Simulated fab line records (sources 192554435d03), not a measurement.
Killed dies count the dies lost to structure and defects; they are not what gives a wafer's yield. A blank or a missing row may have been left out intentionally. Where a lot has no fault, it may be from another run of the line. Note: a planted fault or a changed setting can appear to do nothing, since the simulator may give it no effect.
A struck lot beside a sound one -- flow n5-finfet -- 16 steps out of a route of 1938
Sound: the wafers L963.1, L963.2, L963.5. Struck: wafer L966.2 (L966.3, L966.6, from the same lot, were not struck and are left out); the cause is given at the end.
Order at every step that has rows: each side's tool, ch and its chambers, its first start. Under that, the readings that differ: sound wafers -- struck wafers -- difference of the means -- sigmas: that difference in standard deviations of wafers without a fault.
alike: readings with means less than 2 such deviations apart, plus words and numbers identical on both sides. not compared: withheld readings, readings lacking a value on some wafer, bounds such as >300 that could conceal the same value, and numbers that have no deviation in the record and whose values overlap.
A row with sigmas, a row that says differs or no value, or rows on one side alone: a step with any of these is where the two part. When numbers do not overlap yet have no deviation, they are printed without sigmas and do not part them. A reading that every wafer of one side lacks parts them only if that side has two wafers or more.

N5_BEOL_M2_SPUTTER_92: material Cu, target thk 4.5 nm, time 8.29 s.
  sound: pvd-sputter-03 at day 8 10:41; struck: pvd-sputter-03 at day 8 19:05
  alike: chamber-pressure-pa, throttle-valve-pct
N5_BEOL_M2_ANNEAL_93: time 240 s.
  sound: pvd-sputter-03 at day 8 10:46; struck: pvd-sputter-03 at day 8 19:10
  alike: heater-power-w
then, 1 step without rows for these wafers: N5_BEOL_M2_SPUTTER_94 (material Cu, target thk 4.5 nm, time 8.29 s).
N5_BEOL_M2_ANNEAL_95: time 240 s.
  sound: pvd-sputter-03 at day 8 10:59; struck: pvd-sputter-03 at day 8 19:23
  alike: heater-power-w
N5_BEOL_M2_SPUTTER_96: material Cu, target thk 4.5 nm, time 8.29 s.
  sound: pvd-sputter-03 at day 8 11:08; struck: pvd-sputter-03 at day 8 19:32
  alike: chamber-pressure-pa, throttle-valve-pct
then, 1 step without rows for these wafers: N5_BEOL_M2_ECD_50 (material Cu, target thk 300 nm).
N5_BEOL_M2_ANNEAL_51: time 90 s.
  sound on rtp-anneal-01 ch 0, day 8 11:19; struck on rtp-anneal-02 ch 0, day 8 19:46
  alike: wafer_temp_C_max
then, 1 step without rows for these wafers: N5_BEOL_M2_CMP_52 (polishes, stops on SiOC, t overpolish 6.8 s, target thk 40 nm).
N5_BEOL_M2_THK_MEAS_53: measures by xrf.
  sound: film-metro-01 at day 8 11:56; struck: film-metro-01 at day 8 20:19
  alike: M2_THK
then, 3 steps without rows for these wafers: N5_BEOL_M2_PRE_CLEAN_60 (time 15 s); N5_BEOL_M2_CO_CAP_55 (material Co, precursor CCTBA/H2, target thk 2 nm, time 102.1 s); N5_BEOL_M2_PRE_CLEAN_56 (time 15 s).
N5_BEOL_M2_DEP_57: deposits SiCN from 3MS/NH3, target thk 8 nm, time 14 s.
  sound on pecvd-02 ch 0,1,2, day 8 12:07; struck on pecvd-03 ch 2, day 8 20:31
reading,sound,struck,difference,sigmas
model.SiCN_of_BEOL_M2_DEP_57.thk-nm (nm),7.8 7.6 8,8.8,+1.0,
  alike: rf-fwd-power-W, showerhead-plenum-p-Torr, throttle-valve-pct
N5_BEOL_M2_RS_MEAS_58: the measuring method here is four-point-probe.
  sound: film-metro-01 at day 8 12:11; struck: film-metro-01 at day 8 20:35
  alike: M2_RS
-- a jump in the record: the struck wafers' starts before and after are 2 days apart (it breaks off in module BEOL_M2 and resumes in module BEOL_M4, where the first step shown is number 1111 of the route) --
N5_BEOL_M4_RC_MEAS_101:
  sound on prober-02 ch 0, day 9 12:16; struck on prober-01 ch 0, day 11 05:04
  alike: DIBL_N, DIBL_P, IOFF_N, IOFF_P, ION_N, ION_P, SS_N, SS_P, VT_N, VT_P
-- here the record skips 5 days between the struck wafers' starts before and after, leaving off in module BEOL_M4 and picking up in module PASSIVATION (first step shown: number 1936 of the route) --
N5_PASSIVATION_PROBE_49:
  sound: prober-02 at day 14 08:16; struck: prober-01 at day 15 17:50
  alike: defect-limited-yield, killed_at_M0_to_M3, killed_at_M4_up, killed-at-contacts, killed-at-front-end, killed-at-other, killed-dies, killed-open, killed-short, sort_bin_5_function, sort_bin_6_memory, sort_bin_8_speed, sort-n-pass, sort-yield-pct

WHERE THEY PART
Nowhere in this record.

WHY: what had been put in by the simulator
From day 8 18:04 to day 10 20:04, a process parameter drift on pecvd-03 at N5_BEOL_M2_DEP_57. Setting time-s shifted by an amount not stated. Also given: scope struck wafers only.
